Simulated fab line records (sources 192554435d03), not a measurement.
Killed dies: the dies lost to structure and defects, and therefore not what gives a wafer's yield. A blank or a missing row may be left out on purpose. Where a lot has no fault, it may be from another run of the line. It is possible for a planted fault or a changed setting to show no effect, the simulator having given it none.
Comparing a struck lot with a sound one	flow n5-finfet	39 out of 1938 route steps
Sound: these wafers, L828.1, L828.2, L828.6. Wafers L819.1, L819.5, L819.6 were the ones struck. The cause is named last.
At each step with rows: each side's tool, then ch and its chambers, then its first start. Under that, the readings that differ: sound wafers	struck wafers	difference of the means	sigmas: that difference in standard deviations of wafers without a fault.
alike: readings with means less than 2 such deviations apart, plus words and numbers identical on both sides. not compared: withheld readings, readings lacking a value on some wafer, bounds such as >300 that could conceal the same value, and numbers that have no deviation in the record and whose values overlap.
Wherever a step has rows on one side only, a row that says differs or no value, or a row with sigmas, the two part there. When numbers do not overlap yet have no deviation, they are printed without sigmas and do not part them. A reading that every wafer of one side lacks parts them only if that side has two wafers or more.

first, 9 steps without rows for these wafers: N5_STI_FIN_REVEAL_SRD_21 (time 30 s); N5_STI_FIN_REVEAL_OXIDATION_33 (chemistry O2 PLASMA REMOTE, time 20 s); N5_STI_FIN_REVEAL_CLEAN_19 (cleans in O3/DIW, time 120 s); N5_STI_FIN_REVEAL_SRD_23 (time 30 s); N5_STI_FIN_REVEAL_PRECLEAN_18 (cleans in SC2, time 45 s); N5_STI_FIN_REVEAL_SRD_28 (time 30 s); N5_DUMMY_GATE_PRECLEAN_00 (cleans in O3/DIW, time 60 s); N5_DUMMY_GATE_SRD_01 (time 30 s); N5_DUMMY_GATE_ALD_02 (deposits SiO2, target thk 2 nm, pulse time 1 s).
N5_DUMMY_GATE_CVD_03: deposits a-Si from SiH4, target thk 150 nm, time 8042 s.
  sound on lpcvd-02 ch 1/40,1/45,1/64, day 8 09:37; struck on lpcvd-01 ch 1/65,1/84,1/89, day 6 02:52
  no value came back on the struck wafers for any of 6 readings (spike-tc-bottom-C (C), spike-tc-centre-C (C) and others); on the sound wafers spike-tc-bottom-C (C) reads 552.0 552.0 552.0
then, 3 steps without rows for these wafers: N5_DUMMY_GATE_PRECLEAN_46 (cleans in DIW, time 89.5 s); N5_DUMMY_GATE_SRD_47 (dry time 32 s); N5_DUMMY_GATE_CMP_04 (polishes a-Si).
N5_DUMMY_GATE_THK_MEAS_05:
  struck on film-metro-01, day 6 06:50; sound on film-metro-02, day 8 13:38
reading	sound	struck	difference	sigmas
thk-nm (nm)	74.1 74.8 72.7	2.0 1.9 2.0	-71.9	-60
then, 21 steps without rows for these wafers: N5_DUMMY_GATE_HM_DEP_06 (deposits SiNx from DCS/NH3, target thk 80 nm, time 5141 s); N5_DUMMY_GATE_PECVD_30 (deposits SiO2 from TEOS/O2, target thk 55 nm, time 10.8 s); N5_DUMMY_GATE_COAT_34 (time 60 s, resist thk 60 nm); N5_DUMMY_GATE_COAT_35 (time 60 s, resist thk 10 nm); N5_DUMMY_GATE_COAT_28 (time 60 s, resist thk 10 nm); N5_DUMMY_GATE_COAT_09 (resist thk 30 nm); N5_DUMMY_GATE_EBR_11; N5_DUMMY_GATE_SOFTBAKE_10 (time 60 s); N5_DUMMY_GATE_EXPOSE_12 (exposes mask GATE, target cd 25 nm); N5_DUMMY_GATE_PEB_13 (peb time 60 s); N5_DUMMY_GATE_DEVELOP_14 (develop time 30 s); N5_DUMMY_GATE_DESCUM_20 (chemistry O2, time 6.2 s); N5_DUMMY_GATE_ETCH_29 (etches underlayer in N2/H2, target depth 13 nm); N5_DUMMY_GATE_ETCH_36 (etches SiARC in CF4, target depth 13 nm); N5_DUMMY_GATE_ETCH_37 (etches SOC in N2/H2, target depth 60 nm, overetch 30 nm); N5_DUMMY_GATE_STRIP_38 (strips in N2/H2); N5_DUMMY_GATE_STRIP_39 (strips in N2/H2); N5_DUMMY_GATE_TRIM_49 (chemistry O2, time 29 s, target cd 14 nm); N5_DUMMY_GATE_STRIP_40 (strips in CF4); N5_DUMMY_GATE_ETCH_31 (etches SiO2 in C4F6/O2, target depth 82.5 nm, time 27.5 s); N5_DUMMY_GATE_STRIP_41 (strips in O2).
N5_DUMMY_GATE_ETCH_44: etches poly-Si in HBr/O2, stops on SiO2, target depth 127.5 nm.
  sound on rie-si-06 ch 0,2,3, day 8 19:55; struck on rie-si-02 ch 0,3, day 6 15:05
reading	sound	struck	difference	sigmas
model.DUMMY_GATE.feature-depth-nm (nm)	74.2 74.8 72.8	76.2 76.2 75.4	+2.0	
  alike: drypump-motor-current-A, oes-product-au, throttle-valve-pct
  not compared: rf-hours-counter-h, model.etch.depth-nm
N5_DUMMY_GATE_CD_MEAS_24: target cd 15 nm.
  struck on cd-sem-01, day 6 15:12; sound on cd-sem-03, day 8 20:02
reading	sound	struck	difference	sigmas
cd-nm (nm)	14.5 15.4 15.7	- - -	no value on the struck wafers	
N5_BEOL_M4_RC_MEAS_101:
  the record has rows for the sound wafers here (prober-01 ch 0, day 15 12:07) and none for the struck ones
-- here the record skips 10 days between the struck wafers' starts before and after, leaving off in module BEOL_M4 and picking up in module PASSIVATION (first step shown: number 1936 of the route) --
N5_PASSIVATION_PROBE_49:
  the record has rows for the struck wafers here (prober-01, day 16 13:55) and none for the sound ones

## WHERE THEY PART
First at N5_DUMMY_GATE_CVD_03; last, within this record, at N5_PASSIVATION_PROBE_49.

WHY: what had been put in by the simulator
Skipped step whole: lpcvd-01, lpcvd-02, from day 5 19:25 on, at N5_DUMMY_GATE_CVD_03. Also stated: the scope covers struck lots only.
